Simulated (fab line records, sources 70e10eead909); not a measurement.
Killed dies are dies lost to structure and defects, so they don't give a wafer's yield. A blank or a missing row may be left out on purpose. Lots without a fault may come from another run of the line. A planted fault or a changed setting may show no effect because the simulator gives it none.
Tool commonality check | flow nand_harc | 11 lots, 33 wafers sampled

WHY IT WAS OPENED
At NHARC_P_ZERO_WELL_CD_MEAS_11 the reading cd_nm is flagged on 2 of 11 lots. Wafers without a fault read 499.9 nm, standard deviation 1.2.
Rule: a lot is flagged when every wafer of it that has a number lies more than 4 standard deviations from that mean, or none has a number. The other lots count as sound.

lot  | measured     | on        | cd_nm (nm), wafer by wafer | flag
L632 | day 2 07:07  | cd_sem-02 | 502.6 500.9 499.9          |
L633 | day 2 17:14  | cd_sem-03 | 497.7 498.7 497.8          |
L634 | day 3 03:07  | cd_sem-03 | 500.6 501.0 500.3          |
L635 | day 3 13:14  | cd_sem-03 | 499.4 498.1 500.2          |
L636 | day 3 23:14  | cd_sem-02 | 498.3 500.8 501.0          |
L638 | day 4 19:14  | cd_sem-02 | 500.7 499.4 500.9          |
L639 | day 5 05:14  | cd_sem-01 | 499.6 499.9 499.2          |
L646 | day 8 03:07  | cd_sem-03 | 490.8 490.5 490.6          | FLAGGED
L650 | day 9 19:14  | cd_sem-03 | 491.1 492.3 491.7          | FLAGGED
L652 | day 10 15:11 | cd_sem-03 | 500.6 501.5 500.6          |
L654 | day 11 11:14 | cd_sem-01 | 500.3 500.1 500.3          |
The numbers of the flagged lots are 491.2 nm on average: -8.7 nm against the usual, or -7 standard deviations.

WHICH TOOL RAN EACH LOT
The record holds 1 process step before the reading, out of a route of 1302 steps. In each cell: the tool, then ch and the chambers that the sampled wafers went through, then the start.
lot  | flag    | NHARC_P_ZERO_WELL_EXPOSE_08
L632 |         | krf_scanner-01 ch 0, day 2 06:58
L633 |         | krf_scanner-04 ch 0, day 2 17:06
L634 |         | krf_scanner-04 ch 0, day 3 02:58
L635 |         | krf_scanner-01 ch 0, day 3 13:05
L636 |         | krf_scanner-04 ch 0, day 3 23:05
L638 |         | krf_scanner-01 ch 0, day 4 19:05
L639 |         | krf_scanner-01 ch 0, day 5 05:05
L646 | FLAGGED | krf_scanner-04 ch 0, day 8 02:58
L650 | FLAGGED | krf_scanner-04 ch 0, day 9 19:05
L652 |         | krf_scanner-01 ch 0, day 10 15:02
L654 |         | krf_scanner-01 ch 0, day 11 11:05
What these steps do:
- NHARC_P_ZERO_WELL_EXPOSE_08: exposes mask P ZERO, target cd 500 nm.
- NHARC_P_ZERO_WELL_CD_MEAS_11: target cd 500 nm.

FLAGGED OVER TOTAL, TOOL BY TOOL (the gauges that took the reading come last)
step                         | tool           | lots run | flagged | share of the flagged lots | sound lots run after its first flagged lot
NHARC_P_ZERO_WELL_EXPOSE_08  | krf_scanner-01 | 6        | 0       | none                      | -
NHARC_P_ZERO_WELL_EXPOSE_08  | krf_scanner-04 | 5        | 2       | all                       | 0
NHARC_P_ZERO_WELL_CD_MEAS_11 | cd_sem-01      | 2        | 0       | none                      | -
NHARC_P_ZERO_WELL_CD_MEAS_11 | cd_sem-02      | 3        | 0       | none                      | -
NHARC_P_ZERO_WELL_CD_MEAS_11 | cd_sem-03      | 6        | 2       | all                       | 1 (L652)

WHAT THE TABLE ALLOWS
2 rows of the table ran every flagged lot: krf_scanner-04 at NHARC_P_ZERO_WELL_EXPOSE_08, cd_sem-03 at NHARC_P_ZERO_WELL_CD_MEAS_11.
- krf_scanner-04 at NHARC_P_ZERO_WELL_EXPOSE_08: 2 of its 5 lots flagged. Its last sound lot is L636 (day 3 23:05), its first flagged lot L646 (day 8 02:58): a fault that began between those two fits. Its own readings lie more than 4 standard deviations out on every wafer of the flagged lots: exposure_dose_mJ_cm2.
- cd_sem-03 at NHARC_P_ZERO_WELL_CD_MEAS_11: 2 of its 6 lots flagged. Sound lots ran on it after the first flagged one (L652), which a lasting fault on the whole tool wouldn't allow.
One tool is left: krf_scanner-04 at NHARC_P_ZERO_WELL_EXPOSE_08.

WHAT THE SIMULATOR HAD PUT IN
Process parameter drift: krf_scanner-04, from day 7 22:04 on, at NHARC_P_ZERO_WELL_EXPOSE_08. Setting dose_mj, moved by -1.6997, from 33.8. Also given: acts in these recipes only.
Lots struck among those shown: L646, L650. The rule above found the same.
